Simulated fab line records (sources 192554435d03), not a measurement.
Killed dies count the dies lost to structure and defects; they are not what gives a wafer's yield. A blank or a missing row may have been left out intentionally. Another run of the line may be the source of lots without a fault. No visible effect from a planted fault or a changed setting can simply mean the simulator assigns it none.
The tool behind it: which one? -- flow n5_finfet -- 72 wafers from 24 lots sampled at 2 of the route's 1938 steps

== WHAT THE GAUGES READ, wafer by wafer ==
N5_BEOL_M2_THK_MEAS_01. Usual: M2_ILD_THK gives 79.3 nm (standard deviation 1.1).
lot,measured,on,M2_ILD_THK (nm),flag
L074,day 6 17:41,film_metro-02,78.5 80.4 80.0,
L075,day 6 21:38,film_metro-02,78.0 77.2 79.6,
L076,day 7 00:00,film_metro-02,79.6 80.5 81.2,
L077,day 7 11:58,film_metro-02,77.8 79.4 80.0,
L078,day 7 13:04,film_metro-01,79.7 78.9 80.4,
L080,day 8 08:46,film_metro-01,79.1 78.3 80.3,
L079,day 8 09:39,film_metro-02,79.6 80.4 80.2,
L082,day 8 13:10,film_metro-01,77.5 79.9 78.6,
L081,day 8 13:14,film_metro-01,78.8 81.7 80.1,
L083,day 8 16:00,film_metro-01,79.5 79.5 80.5,
L084,day 9 00:25,film_metro-02,78.5 79.8 79.8,
L085,day 9 17:27,film_metro-01,80.4 80.2 80.2,
L087,day 9 21:19,film_metro-01,79.6 81.2 80.0,
L086,day 10 06:25,film_metro-01,79.2 79.4 79.6,
L088,day 10 07:06,film_metro-01,78.2 79.7 79.4,
L089,day 10 09:11,film_metro-01,77.5 79.1 78.7,
L090,day 10 14:46,film_metro-01,78.1 78.2 79.6,
L091,day 10 19:33,film_metro-02,77.8 80.5 79.4,
L092,day 11 02:59,film_metro-01,79.6 80.2 79.3,
L093,day 11 08:23,film_metro-02,79.2 78.8 80.4,
L094,day 11 11:22,film_metro-02,78.2 79.2 80.2,
L095,day 11 14:33,film_metro-02,79.8 78.8 81.0,
L096,day 11 19:19,film_metro-02,79.0 80.0 80.8,
L097,day 12 17:26,film_metro-01,79.9 78.2 78.4,

== WHAT TOOL EACH LOT RAN ON (gives the tool, then ch and the chambers of the sampled wafers, and finally the start) ==
lot,N5_BEOL_M1_ANNEAL_91
L074,"pvd_sputter-02, day 6 15:56"
L075,"pvd_sputter-03, day 6 19:49"
L076,"pvd_sputter-01, day 6 21:56"
L077,"pvd_sputter-03, day 7 10:13"
L078,"pvd_sputter-02, day 7 11:17"
L080,"pvd_sputter-02, day 8 07:00"
L079,"pvd_sputter-01, day 8 07:53"
L082,"pvd_sputter-03, day 8 11:22"
L081,"pvd_sputter-02, day 8 11:29"
L083,"pvd_sputter-01, day 8 14:14"
L084,"pvd_sputter-01, day 8 22:36"
L085,"pvd_sputter-02, day 9 15:37"
L087,"pvd_sputter-01, day 9 19:17"
L086,"pvd_sputter-03, day 10 01:28"
L088,"pvd_sputter-02, day 10 05:04"
L089,"pvd_sputter-03, day 10 07:23"
L090,"pvd_sputter-02, day 10 12:57"
L091,"pvd_sputter-02, day 10 17:45"
L092,"pvd_sputter-01, day 11 01:13"
L093,"pvd_sputter-03, day 11 06:37"
L094,"pvd_sputter-01, day 11 09:36"
L095,"pvd_sputter-02, day 11 12:47"
L096,"pvd_sputter-02, day 11 17:26"
L097,"pvd_sputter-01, day 12 15:35"
- N5_BEOL_M1_ANNEAL_91: time 240 s.

== WHAT THE TOOLS THEMSELVES READ (means of the sampled wafers that have a number; where no wafer has one, the mark that the record gives instead) ==
N5_BEOL_M1_ANNEAL_91. Usual: heater_power_w at 812 W, with a standard deviation of 88.
lot,tool,heater_power_w (W),flag
L074,pvd_sputter-02,738,
L075,pvd_sputter-03,889,
L076,pvd_sputter-01,783,
L077,pvd_sputter-03,914,
L078,pvd_sputter-02,783,
L080,pvd_sputter-02,784,
L079,pvd_sputter-01,738,
L082,pvd_sputter-03,903,
L081,pvd_sputter-02,802,
L083,pvd_sputter-01,778,
L084,pvd_sputter-01,803,
L085,pvd_sputter-02,829,
L087,pvd_sputter-01,771,
L086,pvd_sputter-03,861,
L088,pvd_sputter-02,790,
L089,pvd_sputter-03,943,
L090,pvd_sputter-02,739,
L091,pvd_sputter-02,797,
L092,pvd_sputter-01,777,
L093,pvd_sputter-03,867,
L094,pvd_sputter-01,806,
L095,pvd_sputter-02,787,
L096,pvd_sputter-02,748,
L097,pvd_sputter-01,782,

== THE ANSWER, worked out from the rows above alone ==
Rule: a lot is off if the mean of its wafers that have a number lies more than 3 standard deviations from the usual mean. A lot without any number at a reading at which 4 lots or more have one is off too. Where the step has rows for the other lots, those lots are counted as sound. The gauges are gone through in route order, then the tools' own readings, and for those a lot's mean is taken as printed above. The first step at which some lot is off is used, and at that step the reading that is off furthest; a lot without a number counts as furthest.
Across all readings shown, no lot is off: no conclusion can be drawn from this.

== WHAT THE SIMULATOR HAD PUT IN ==
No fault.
